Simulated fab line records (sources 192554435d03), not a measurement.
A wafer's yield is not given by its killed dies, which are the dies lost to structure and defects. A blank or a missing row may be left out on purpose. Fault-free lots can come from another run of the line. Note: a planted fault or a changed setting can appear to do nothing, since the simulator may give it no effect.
Struck lot and sound lot, side by side -- flow n5-finfet -- 45 steps out of a route of 1938
Sound: these wafers, L822.2, L822.5, L822.6. Struck: wafer L837.2. (L837.4, L837.5 of the same lot were not struck and are left out.) The cause comes at the end.
Per side, at each step with rows, come the tool, then ch with its chambers, and then its first start. Under that, the readings that differ: sound wafers -- struck wafers -- difference of the means -- sigmas: that difference in standard deviations of wafers without a fault.
alike: same words and numbers on both sides, and readings whose means sit less than 2 such deviations apart. not compared: any withheld reading, any reading some wafer has no value for, any bound like >300 that may hide the same value, and any number with overlapping values for which the record gives no deviation.
The two part at a step that has a row with sigmas, a row that says differs or no value, or rows on one side only. When numbers do not overlap yet have no deviation, they are printed without sigmas and do not part them. Lack of a reading on every wafer of one side parts them only where that side has two or more wafers.

first, 11 steps without rows for these wafers: N5_BEOL_M4_DESCUM_33 (chemistry O2, time 7 s); N5_BEOL_M4_ETCH_77 (etches underlayer in N2/H2, target depth 6.5 nm, time 5.2 s); N5_BEOL_M4_ETCH_69 (etches SiARC in CF4, target depth 15.6 nm, time 26 s); N5_BEOL_M4_ALD_98 (deposits SiO2, target thk 2.5 nm, pulse time 1 s, co reactant pulse time 1 s); N5_BEOL_M4_ETCHBACK_99 (etches SiO2 in CHF3, target depth 5 nm, time 10.4 s); N5_BEOL_M4_ETCH_70 (etches SOC in N2/H2, target depth 80 nm, overetch 24 nm, time 130 s); N5_BEOL_M4_STRIP_71 (strips in N2/H2); N5_BEOL_M4_STRIP_78 (strips in N2/H2); N5_BEOL_M4_VIA_ETCH_34 (etches the open film in C4F6/O2, target depth 69.4 nm, time 65.9 s); N5_BEOL_M4_STRIP_83 (strips in C4F6/O2); N5_BEOL_M4_STRIP_36 (strips in N2/H2).
N5_BEOL_M4_TRENCH_ETCH_37: etches SiOC in C4F6/O2, target depth 55.555 nm, time 29.2 s.
  sound on rie-diel-02 ch 0,2, day 12 00:50; struck on rie-diel-02 ch 2, day 15 17:35
reading,sound,struck,difference,sigmas
run-length-s (s),52.3 52.6 52.3,50.4,-2.0,-4
model.BEOL_M4.feature-depth-nm (nm),54.8 55.4 54.8,52,-3,
model.etch.depth-nm (nm),54.89 55.42 54.76,52.01,-3.01,
  alike: drypump-motor-current-A, oes-product-au, rf-vpp-V, showerhead-plenum-p-Torr, throttle-valve-pct
  not compared: rf-hours-counter-h
then, 2 steps without rows for these wafers: N5_BEOL_M4_ETCH_41 (etches SiCN in CH3F/O2, target depth 29.9 nm, time 52.5 s); N5_BEOL_M4_STRIP_97 (strips in N2/H2, time 10 s).
N5_BEOL_M4_OCD_MEAS_38:
  sound on ocd-01, day 12 01:00; struck on ocd-02, day 15 17:44
reading,sound,struck,difference,sigmas
trench-depth-nm (nm),55.0 55.1 55.0,52.3,-2.7,-4
then, 25 steps without rows for these wafers: N5_BEOL_M4_HM_STRIP_39 (strips TiN in peroxide tin strip, target depth 25 nm, time 158 s); N5_BEOL_M4_SRD_40 (time 30 s); N5_BEOL_M4_PRECLEAN_42 (cleans in residue remover, time 60 s); N5_BEOL_M4_SRD_43 (time 30 s); N5_BEOL_M4_DEGAS_44 (time 60 s); N5_BEOL_M4_PRE_CLEAN_45 (time 30 s); N5_BEOL_M4_ALD_84 (deposits TaN, pulse time 2 s, purge time 3 s, co reactant purge time 2 s); N5_BEOL_M4_SURFACE_TREAT_85; N5_BEOL_M4_CVD_47 (deposits Co from CCTBA/H2, target thk 3 nm, time 223.8 s); N5_BEOL_M4_SPUTTER_48 (material Cu, target thk 4.5 nm, time 8.29 s); N5_BEOL_M4_ANNEAL_49 (time 240 s); N5_BEOL_M4_SPUTTER_79 (material Cu, target thk 4.5 nm, time 8.29 s); N5_BEOL_M4_ANNEAL_80 (time 240 s); N5_BEOL_M4_SPUTTER_81 (material Cu, target thk 4.5 nm, time 8.29 s); N5_BEOL_M4_ANNEAL_82 (time 240 s); N5_BEOL_M4_SPUTTER_86 (material Cu, target thk 4.5 nm, time 8.29 s); N5_BEOL_M4_ANNEAL_87 (time 240 s); N5_BEOL_M4_SPUTTER_88 (material Cu, target thk 4.5 nm, time 8.29 s); N5_BEOL_M4_ANNEAL_89 (time 240 s); N5_BEOL_M4_SPUTTER_90 (material Cu, target thk 4.5 nm, time 8.29 s); N5_BEOL_M4_ANNEAL_91 (time 240 s); N5_BEOL_M4_SPUTTER_92 (material Cu, target thk 4.5 nm, time 8.29 s); N5_BEOL_M4_ANNEAL_93 (time 240 s); N5_BEOL_M4_SPUTTER_94 (material Cu, target thk 4.5 nm, time 8.29 s); N5_BEOL_M4_ANNEAL_95 (time 240 s).
N5_BEOL_M4_CMP_52: polishes, stops on SiOC, t overpolish 6.8 s, target thk 40 nm.
  sound on cmp-04 ch 0,1,2, day 12 04:34; struck on cmp-02 ch 2, day 15 21:56
reading,sound,struck,difference,sigmas
model.Cu_of_BEOL_M4_ECD_50.thk-nm (nm),39.2 39.4 40.2,35.6,-4.0,
  alike: barrier-field-endpoint-s, motor-current-A, overpolish-run-s, slurry-flow-ml-min, time-to-endpoint-s
N5_BEOL_M4_THK_MEAS_53: measures by xrf.
  sound on film-metro-01, day 12 04:47; struck on film-metro-02, day 15 22:11
reading,sound,struck,difference,sigmas
M4_THK (nm),40.1 40.0 41.0,35.5,-4.9,-4
N5_BEOL_M4_RS_MEAS_58: the measuring method here is four-point-probe.
  sound on film-metro-01, day 12 05:03; struck on film-metro-01, day 15 22:27
reading,sound,struck,difference,sigmas
M4_RS (ohm/sq),0.686 0.683 0.664,0.779,+0.101,+3
N5_BEOL_M4_RC_MEAS_101:
  sound on prober-01 ch 0, day 12 05:16; struck on prober-01 ch 0, day 15 22:39
reading,sound,struck,difference,sigmas
DIBL_N (mV/V),35.8 37.9 36.9,34.1,-2.8,-2
DIBL_P (mV/V),36.6 39.0 37.7,33.9,-3.9,-2
  alike: IOFF_N, IOFF_P, ION_N, ION_P, SS_N, SS_P, VT_N, VT_P
-- a jump in the record: the struck wafers' starts before and after are 4 days apart (it breaks off in module BEOL_M4 and resumes in module PASSIVATION, where the first step shown is number 1936 of the route) --
N5_PASSIVATION_PROBE_49:
  sound on prober-01, day 16 17:28; struck on prober-02, day 20 08:36
reading,sound,struck,difference,sigmas
killed-at-contacts,20 26 28,8,-17,-2
killed-at-other,15 14 8,3,-9,-3
killed-short,78 40 43,33,-21,-2
  alike: defect-limited-yield, killed_at_M0_to_M3, killed_at_M4_up, killed-at-front-end, killed-dies, killed-open, sort_bin_5_function, sort_bin_6_memory, sort-n-pass, sort-yield-pct

== WHERE THEY PART ==
Last at N5_PASSIVATION_PROBE_49 as far as this record goes, first at N5_BEOL_M4_TRENCH_ETCH_37.

WHY: what the simulator had put in
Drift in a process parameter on rie-diel-02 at N5_BEOL_M4_TRENCH_ETCH_37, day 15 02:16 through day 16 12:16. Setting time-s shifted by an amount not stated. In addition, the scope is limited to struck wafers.
